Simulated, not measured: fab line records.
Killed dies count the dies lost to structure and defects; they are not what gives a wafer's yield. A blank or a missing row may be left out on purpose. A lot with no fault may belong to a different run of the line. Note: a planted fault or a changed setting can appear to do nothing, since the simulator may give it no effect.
Chamber matching || flow n5Finfet || N5_SDB_ETCH_17 on rieDiel-01 has 4 sister chambers
The step etches SiARC in CF4, target depth 23.4 nm, time 39 s. 8 wafers are shown with their chamber, then 11 later ones without.

WAFERS WITH THEIR CHAMBER
{"wafer": "L084.4", "chamber": 2, "drypumpMotorCurrentA (A)": 6.1, "showerheadPlenumPTorr (Torr)": 2.20}
{"wafer": "L084.5", "chamber": 3, "drypumpMotorCurrentA (A)": 5.1, "showerheadPlenumPTorr (Torr)": 2.02}
{"wafer": "L087.2", "chamber": 0, "drypumpMotorCurrentA (A)": 6.2, "showerheadPlenumPTorr (Torr)": 2.17}
{"wafer": "L087.4", "chamber": 3, "drypumpMotorCurrentA (A)": 5.1, "showerheadPlenumPTorr (Torr)": 2.01}
{"wafer": "L088.2", "chamber": 2, "drypumpMotorCurrentA (A)": 6.2, "showerheadPlenumPTorr (Torr)": 2.20}
{"wafer": "L088.3", "chamber": 1, "drypumpMotorCurrentA (A)": 5.9, "showerheadPlenumPTorr (Torr)": 2.23}
{"wafer": "L088.5", "chamber": 0, "drypumpMotorCurrentA (A)": 6.2, "showerheadPlenumPTorr (Torr)": 2.17}
{"wafer": "L091.2", "chamber": 1, "drypumpMotorCurrentA (A)": 5.9, "showerheadPlenumPTorr (Torr)": 2.22}

WAFERS WHOSE CHAMBER IS MISSING
{"wafer": "L091.4", "drypumpMotorCurrentA (A)": 5.9, "showerheadPlenumPTorr (Torr)": 2.23}
{"wafer": "L091.6", "drypumpMotorCurrentA (A)": 6.2, "showerheadPlenumPTorr (Torr)": 2.20}
{"wafer": "L094.4", "drypumpMotorCurrentA (A)": 5.1, "showerheadPlenumPTorr (Torr)": 2.27}
{"wafer": "L094.5", "drypumpMotorCurrentA (A)": 6.2, "showerheadPlenumPTorr (Torr)": 2.17}
{"wafer": "L094.6", "drypumpMotorCurrentA (A)": 6.0, "showerheadPlenumPTorr (Torr)": 2.22}
{"wafer": "L096.1", "drypumpMotorCurrentA (A)": 6.2, "showerheadPlenumPTorr (Torr)": 2.19}
{"wafer": "L096.2", "drypumpMotorCurrentA (A)": 5.1, "showerheadPlenumPTorr (Torr)": 2.26}
{"wafer": "L096.3", "drypumpMotorCurrentA (A)": 6.2, "showerheadPlenumPTorr (Torr)": 2.16}
{"wafer": "L096.4", "drypumpMotorCurrentA (A)": 6.2, "showerheadPlenumPTorr (Torr)": 2.19}
{"wafer": "L096.5", "drypumpMotorCurrentA (A)": 5.2, "showerheadPlenumPTorr (Torr)": 2.26}
{"wafer": "L096.6", "drypumpMotorCurrentA (A)": 6.2, "showerheadPlenumPTorr (Torr)": 2.16}

CHAMBER TAKEN BY EACH
{"wafer": "L091.4", "from the rows above": 1, "in truth": 1}
{"wafer": "L091.6", "from the rows above": 2, "in truth": 2}
{"wafer": "L094.4", "from the rows above": 1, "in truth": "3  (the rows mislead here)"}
{"wafer": "L094.5", "from the rows above": 0, "in truth": 0}
{"wafer": "L094.6", "from the rows above": 1, "in truth": 1}
{"wafer": "L096.1", "from the rows above": "can't be placed: 2 or 0", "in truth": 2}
{"wafer": "L096.2", "from the rows above": 1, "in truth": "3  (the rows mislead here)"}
{"wafer": "L096.3", "from the rows above": 0, "in truth": 0}
{"wafer": "L096.4", "from the rows above": "can't be placed: 2 or 0", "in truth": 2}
{"wafer": "L096.5", "from the rows above": 1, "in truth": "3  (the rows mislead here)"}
{"wafer": "L096.6", "from the rows above": 0, "in truth": 0}
6 of 11 placed correctly. Unplaceable from these rows: 2, with the true chamber sitting among the candidates in 2. Placed wrongly: 3.
How it was worked out, from the rows above alone: a wafer's distance from a chamber is the root of the sum, over the readings, of the square of ((its reading less the chamber's mean) divided by the reading's scatter). The wafer belongs to the nearest chamber; if the next one is less than 2 further off, it can't be placed. For every chamber, the mean is computed from those of its wafers that are shown. The scatter: take each reading less its chamber's mean, square it, sum over the shown wafers, divide by the number of wafers less the number of chambers, and take the root.
